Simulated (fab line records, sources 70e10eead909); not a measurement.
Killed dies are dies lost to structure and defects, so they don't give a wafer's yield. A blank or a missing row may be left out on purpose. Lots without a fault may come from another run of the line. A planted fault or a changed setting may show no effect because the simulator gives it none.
A struck lot beside a sound one | flow nand_harc | 30 steps out of a route of 1302
Sound: wafers L806.2, L806.4, L806.6. Struck: wafer L801.3. (L801.5, L801.6 of the same lot were not struck and are left out.) The cause comes at the end.
At each step with rows: each side's tool, then ch and its chambers, then its first start. Under that, the readings that differ: sound wafers | struck wafers | difference of the means | sigmas: that difference in standard deviations of wafers without a fault.
alike: readings whose means differ by less than 2 such deviations, and words and numbers that are the same on both sides. not compared: withheld readings, readings that some wafer has no value for, bounds like >300 that may hide the same value, and numbers for which the record gives no deviation and whose values overlap.
The two part at a step that has a row with sigmas, a row that says differs or no value, or rows on one side only. Numbers that don't overlap but have no deviation are shown without sigmas and don't part them. A reading that every wafer of one side lacks parts them only if that side has two wafers or more.

NHARC_A_CONTACT_ETCH_139: etches the open film in C4F8/O2/Ar, time 195 s, target depth 840 nm.
  sound on har_cap_etch-02 ch 1, day 29 15:26; struck on har_cap_etch-03 ch 0, day 26 23:18
  not compared: rf_hours_counter_h
then, 2 steps without rows for these wafers: NHARC_A_CONTACT_ETCH_92 (etches the open film in CH3F/O2, target depth 40 nm, time 85.7 s); NHARC_A_CONTACT_ETCH_98 (etches the open film in C4F6/O2, target depth 20 nm, time 10 s).
NHARC_A_CONTACT_CD_MEAS_15:
  sound on cd_sem-03, day 29 16:13; struck on cd_sem-01, day 26 23:56
  alike: cd_nm
then, 3 steps without rows for these wafers: NHARC_A_CONTACT_STRIP_107 (strips in N2/H2); NHARC_A_CONTACT_STRIP_108 (strips in CF4/CHF3); NHARC_A_CONTACT_STRIP_109 (strips in O2/COS).
NHARC_A_CONTACT_ETCH_110: etches the open film in CF4/O2, target depth 60 nm, overetch 6 nm, time 33 s.
  sound on rie_diel-08 ch 0,1,3, day 29 16:30; struck on rie_diel-09 ch 3, day 27 00:14
  alike: drypump_motor_current_A, oes_f_703_au, oes_product_au, rf_vpp_V, showerhead_plenum_p_Torr, throttle_valve_pct
  not compared: rf_hours_counter_h
then, 2 steps without rows for these wafers: NHARC_A_CONTACT_STRIP_26 (strips in O2); NHARC_A_CONTACT_STRIP_27 (strips in post etch residue remover, time 600 s).
NHARC_A_CONTACT_ALD_18: deposits TiN, target thk 3 nm, pulse time 1 s, ald cycles 150.
  sound on ald_metal-04 ch 0,3, day 29 17:11; struck on ald_metal-04 ch 1, day 27 00:55
  alike: heater_power_w, precursor_pulse_height_rel
NHARC_A_CONTACT_CVD_19: deposits W, target thk 300 nm, time 802 s.
  sound on cvd_w-01 ch 0,1; struck on cvd_w-02 ch 0
  alike: heater_power_w, throttle_valve_pct
NHARC_A_CONTACT_CMP_20: polishes, t overpolish 30 s, target thk 300 nm.
  sound on cmp-02 ch 1,2,3, day 29 18:36; struck on cmp-03 ch 1, day 27 02:01
  reading              | sound                | struck | difference | sigmas
  overpolish_run_s (s) | 29.999 30.004 30.002 | 29.983 | -0.019     | -2
  alike: motor_current_A, retaining_ring_pressure_frac, time_to_endpoint_s
then, 1 step without rows for these wafers: NHARC_A_CONTACT_SRD_22.
NHARC_A_CONTACT_INSPECT_23:
  sound on defect_inspect-02, day 29 18:58; struck on defect_inspect-02, day 27 02:23
  reading          | sound       | struck | difference | sigmas
  raw_defect_count | 388 354 323 | 669    | +314       | +2
then, 10 steps without rows for these wafers: NHARC_A_BLC_DEHYDRATE_00 (time 120 s); NHARC_A_BLC_HMDS_01 (time 30 s); NHARC_A_BLC_COAT_02 (time 75 s); NHARC_A_BLC_COAT_03 (time 65 s); NHARC_A_BLC_COAT_04 (resist thk 90 nm); NHARC_A_BLC_SOFTBAKE_05 (time 55 s); NHARC_A_BLC_EBR_06; NHARC_A_BLC_EXPOSE_07 (exposes mask A BLC, target cd 100 nm); NHARC_A_BLC_PEB_08 (peb time 65 s); NHARC_A_BLC_DEVELOP_09 (develop time 35 s).
NHARC_A_BLC_CD_MEAS_10: target cd 100 nm.
  sound on cd_sem-03 ch 0, day 29 19:29; struck on cd_sem-03 ch 0, day 27 02:53
  alike: cd_nm
NHARC_A_BLC_OVL_MEAS_11:
  sound on overlay-02, day 29 19:34; struck on overlay-02, day 27 02:58
  alike: overlay_x_nm, overlay_y_nm
NHARC_A_BLC_INSPECT_12:
  sound on defect_inspect-01, day 29 19:36; struck on defect_inspect-02, day 27 03:00
  reading          | sound    | struck | difference | sigmas
  raw_defect_count | 39 31 36 | 284    | +249       | +7
NHARC_A_BLC_DESCUM_15: chemistry O2, time 3 s.
  sound on rie_diel-12 ch 2,3, day 29 19:41; struck on rie_diel-01 ch 1, day 27 03:04
  reading                         | sound          | struck | difference | sigmas
  rf_vpp_V (V)                    | 57.2 56.8 56.9 | 59.5   | +2.5       | +3
  showerhead_plenum_p_Torr (Torr) | 1.90 1.90 1.88 | 2.04   | +0.15      | +2
  alike: drypump_motor_current_A, oes_product_au, throttle_valve_pct
  not compared: rf_hours_counter_h
NHARC_END_SORT_01:
  sound on prober-01 ch 0, day 31 18:54; struck on prober-02 ch 0, day 29 02:01
  reading         | sound    | struck | difference | sigmas
  killed_at_array | 35 27 34 | 218    | +186       | +10
  killed_dies     | 43 37 41 | 221    | +181       | +10
  alike: killed_at_other, killed_at_periphery, killed_open, killed_short

WHERE THEY PART
First at NHARC_A_CONTACT_CMP_20; last, within this record, at NHARC_END_SORT_01.

WHY: what the simulator had put in
Chamber particle source: cmp-03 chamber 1, from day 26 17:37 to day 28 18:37, at NHARC_A_CONTACT_CMP_20. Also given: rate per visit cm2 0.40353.
